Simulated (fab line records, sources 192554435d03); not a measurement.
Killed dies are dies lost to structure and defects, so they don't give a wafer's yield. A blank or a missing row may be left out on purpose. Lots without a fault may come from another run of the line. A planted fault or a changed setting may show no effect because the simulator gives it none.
Which tool did it? | flow n5_finfet | 9 lots, 27 wafers sampled, at 7 steps of a route of 1938

WHAT THE GAUGES READ, wafer by wafer
N5_FIN_SAQP_INSPECT_40: inspects for defects (brightfield).
lot  | measured    | on                | raw_defect_count
L566 | day 2 03:16 | defect_inspect-02 | 281 231 268
L567 | day 2 08:43 | defect_inspect-02 | 264 173 223
L569 | day 2 20:40 | defect_inspect-01 | 331 305 343
L572 | day 3 14:15 | defect_inspect-01 | 180 155 174
L579 | day 5 11:13 | defect_inspect-02 | 356 215 286
L580 | day 5 15:42 | defect_inspect-02 | 793 950 927
L581 | day 5 20:32 | defect_inspect-02 | 756 751 718
L585 | day 6 21:45 | defect_inspect-02 | 308 209 203
L588 | day 7 13:38 | defect_inspect-01 | 214 193 241

N5_FIN_CUT_INSPECT_10: inspects for defects (brightfield).
lot  | measured    | on                | raw_defect_count
L566 | day 2 03:40 | defect_inspect-01 | 60 37 44
L567 | day 2 09:16 | defect_inspect-02 | 49 34 47
L569 | day 2 21:03 | defect_inspect-01 | 61 60 51
L572 | day 3 14:38 | defect_inspect-02 | 37 26 27
L579 | day 5 11:37 | defect_inspect-02 | 66 40 48
L580 | day 5 16:05 | defect_inspect-02 | 575 602 598
L581 | day 5 20:58 | defect_inspect-02 | 558 599 599
L585 | day 6 22:16 | defect_inspect-01 | 45 31 39
L588 | day 7 14:01 | defect_inspect-02 | 32 33 49

N5_FIN_CUT_INSPECT_17: inspects for defects (brightfield).
lot  | measured    | on                | raw_defect_count
L566 | day 2 04:37 | defect_inspect-01 | 292 233 283
L567 | day 2 10:14 | defect_inspect-01 | 293 184 264
L569 | day 2 22:13 | defect_inspect-01 | 342 307 342
L572 | day 3 15:35 | defect_inspect-01 | 199 151 189
L579 | day 5 12:46 | defect_inspect-02 | 367 223 305
L580 | day 5 17:02 | defect_inspect-02 | 789 992 893
L581 | day 5 21:55 | defect_inspect-01 | 776 766 736
L585 | day 6 23:16 | defect_inspect-01 | 330 217 205
L588 | day 7 14:58 | defect_inspect-01 | 207 198 244

WHICH TOOL RAN EACH LOT (tool, then ch and the chambers of the sampled wafers, then the start)
lot  | N5_FIN_SAQP_ETCH_52               | N5_FIN_SAQP_ETCH_69               | N5_FIN_SAQP_MANDREL2_REMOVE_60  | N5_FIN_SAQP_FIN_ETCH_36
L566 | rie_diel-02 ch 1,2,3, day 1 22:13 | rie_diel-04 ch 0,1,3, day 2 01:49 | rie_si-02 ch 1,2,3, day 2 02:33 | rie_si-05 ch 0,1,2, day 2 03:01
L567 | rie_diel-02 ch 1,3, day 2 03:58   | rie_diel-02 ch 1,3, day 2 07:14   | rie_si-03 ch 0,2, day 2 08:01   | rie_si-02 ch 0,2, day 2 08:28
L569 | rie_diel-02 ch 2,3, day 2 16:10   | rie_diel-04 ch 1,3, day 2 18:59   | rie_si-03 ch 0,1,2, day 2 19:58 | rie_si-05 ch 0,1,2, day 2 20:25
L572 | rie_diel-02 ch 1,3, day 3 09:35   | rie_diel-02 ch 0,2, day 3 12:49   | rie_si-05 ch 1,2, day 3 13:33   | rie_si-02 ch 0,1,2, day 3 14:00
L579 | rie_diel-02 ch 2,3, day 5 06:23   | rie_diel-04 ch 1,2,3, day 5 09:46 | rie_si-03 ch 0,2,3, day 5 10:29 | rie_si-05 ch 1,2, day 5 10:58
L580 | rie_diel-02 ch 0,3, day 5 11:16   | rie_diel-01 ch 0,1,2, day 5 14:01 | rie_si-05 ch 0,2, day 5 14:44   | rie_si-02 ch 0,3, day 5 15:27
L581 | rie_diel-02 ch 1,2,3, day 5 16:06 | rie_diel-02 ch 0,1,2, day 5 18:47 | rie_si-05 ch 0,1,2, day 5 19:43 | rie_si-02 ch 0,2,3, day 5 20:17
L585 | rie_diel-01 ch 0,2,3, day 6 16:47 | rie_diel-02 ch 0,2,3, day 6 20:04 | rie_si-03 ch 0,1,3, day 6 21:03 | rie_si-02 ch 0,1,2, day 6 21:30
L588 | rie_diel-04 ch 0,1,3, day 7 09:34 | rie_diel-04 ch 0,1,3, day 7 12:12 | rie_si-03 ch 1,2,3, day 7 12:56 | rie_si-05 ch 0,1,3, day 7 13:23
- N5_FIN_SAQP_ETCH_52: etches SOC in N2/H2, target depth 100 nm, overetch 20 nm, time 150 s.
- N5_FIN_SAQP_ETCH_69: etches SOC in N2/H2, stops on SiNx, target depth 150 nm.
- N5_FIN_SAQP_MANDREL2_REMOVE_60: chemistry HBr/Cl2/O2, target a-Si, stops on SiNx, bt time 10 s.
- N5_FIN_SAQP_FIN_ETCH_36: etches the open film in HBr/Cl2/O2, target depth 120 nm, time 50.4 s.

WHAT THE TOOLS THEMSELVES READ (means of the sampled wafers that have a number; where no wafer has one, the mark that the record gives instead)
N5_FIN_SAQP_ETCH_52.
lot  | tool        | drypump_motor_current_A (A) | oes_product_au (a.u.) | rf_vpp_V (V) | showerhead_plenum_p_Torr (Torr) | throttle_valve_pct (%)
L566 | rie_diel-02 | 6.0                         | 0.69                  | 525.3        | 2.61                            | 17.77
L567 | rie_diel-02 | 5.8                         | 0.66                  | 527.4        | 2.62                            | 17.85
L569 | rie_diel-02 | 5.9                         | 0.73                  | 526.5        | 2.60                            | 17.56
L572 | rie_diel-02 | 5.8                         | 0.65                  | 526.7        | 2.61                            | 17.87
L579 | rie_diel-02 | 5.9                         | 0.71                  | 525.7        | 2.59                            | 17.58
L580 | rie_diel-02 | 5.8                         | 0.68                  | 524.5        | 2.58                            | 17.97
L581 | rie_diel-02 | 6.0                         | 0.73                  | 525.5        | 2.60                            | 17.67
L585 | rie_diel-01 | 6.0                         | 0.66                  | 524.1        | 2.53                            | 18.05
L588 | rie_diel-04 | 5.9                         | 0.75                  | 522.6        | 2.54                            | 17.80

N5_FIN_SAQP_ETCH_69.
lot  | tool        | drypump_motor_current_A (A) | oes_product_au (a.u.) | rf_vpp_V (V) | showerhead_plenum_p_Torr (Torr) | throttle_valve_pct (%)
L566 | rie_diel-04 | 5.9                         | 0.78                  | 240.8        | 2.55                            | 17.86
L567 | rie_diel-02 | 5.8                         | 0.73                  | 242.4        | 2.62                            | 17.84
L569 | rie_diel-04 | 6.1                         | 0.84                  | 240.0        | 2.51                            | 17.88
L572 | rie_diel-02 | 6.0                         | 0.80                  | 240.9        | 2.58                            | 17.68
L579 | rie_diel-04 | 5.7                         | 0.75                  | 239.9        | 2.54                            | 18.04
L580 | rie_diel-01 | 6.1                         | 0.69                  | 240.5        | 2.55                            | 17.97
L581 | rie_diel-02 | 6.1                         | 0.83                  | 241.4        | 2.58                            | 17.79
L585 | rie_diel-02 | 5.8                         | 0.75                  | 241.8        | 2.58                            | 17.79
L588 | rie_diel-04 | 5.9                         | 0.82                  | 240.8        | 2.54                            | 17.79

N5_FIN_SAQP_MANDREL2_REMOVE_60.
lot  | tool      | drypump_motor_current_A (A) | mfc_cl2_sccm (sccm) | oes_product_au (a.u.) | throttle_valve_pct (%)
L566 | rie_si-02 | 5.5                         | 80.05               | 1.014                 | 36.4
L567 | rie_si-03 | 5.7                         | 80.40               | 1.023                 | 36.7
L569 | rie_si-03 | 5.9                         | 79.86               | 1.014                 | 36.8
L572 | rie_si-05 | 5.9                         | 79.95               | 1.035                 | 36.7
L579 | rie_si-03 | 6.0                         | 80.00               | 1.014                 | 36.7
L580 | rie_si-05 | 5.7                         | 79.83               | 1.014                 | 37.1
L581 | rie_si-05 | 5.7                         | 79.94               | 1.012                 | 36.8
L585 | rie_si-03 | 5.9                         | 79.85               | 1.009                 | 36.6
L588 | rie_si-03 | 6.2                         | 80.14               | 1.013                 | 36.8

N5_FIN_SAQP_FIN_ETCH_36.
lot  | tool      | drypump_motor_current_A (A) | mfc_cl2_sccm (sccm) | oes_product_au (a.u.) | throttle_valve_pct (%)
L566 | rie_si-05 | 5.7                         | 80.08               | 1.014                 | 36.1
L567 | rie_si-02 | 6.0                         | 79.98               | 1.024                 | 35.3
L569 | rie_si-05 | 5.7                         | 80.21               | 1.029                 | 36.1
L572 | rie_si-02 | 5.6                         | 80.00               | 1.003                 | 35.7
L579 | rie_si-05 | 5.9                         | 79.81               | 1.030                 | 36.0
L580 | rie_si-02 | 5.3                         | 80.00               | 1.002                 | 36.3
L581 | rie_si-02 | 5.6                         | 80.11               | 1.010                 | 35.9
L585 | rie_si-02 | 5.5                         | 80.25               | 0.999                 | 35.6
L588 | rie_si-05 | 5.9                         | 80.24               | 1.002                 | 36.1

THE ANSWER, worked out from the rows above alone
Rule: what is usual is taken from the lots themselves. Put in order of their means at a reading, lots are off if they are a third of the lots or fewer, leave a main group of 4 or more, and stand apart from it by a gap of 3 or more times the standard deviation of the main group's means; of several such gaps the widest counts. A main group whose means are all the same, to the digits that the tables above print for the reading, isn't used. A lot without any number at a reading at which 4 lots or more have one is off too. The other lots that the step has rows for count as sound. The gauges are gone through in route order, then the tools' own readings, and for those a lot's mean is taken as printed above. The first step at which some lot is off is used, and at that step the reading that is off furthest; a lot without a number counts as furthest.
Off: L580, L581, at N5_FIN_SAQP_INSPECT_40 (raw_defect_count). The main group: mean 245, standard deviation 47.
A tool fits if, at a process step before that reading, it ran every lot that is off, and no sound lot after the first of them. The gauges at N5_FIN_SAQP_INSPECT_40 are tried like those tools. Can't be told from this: 2 tools fit, rie_diel-02 at N5_FIN_SAQP_ETCH_52, rie_si-05 at N5_FIN_SAQP_MANDREL2_REMOVE_60.

WHAT THE SIMULATOR HAD PUT IN
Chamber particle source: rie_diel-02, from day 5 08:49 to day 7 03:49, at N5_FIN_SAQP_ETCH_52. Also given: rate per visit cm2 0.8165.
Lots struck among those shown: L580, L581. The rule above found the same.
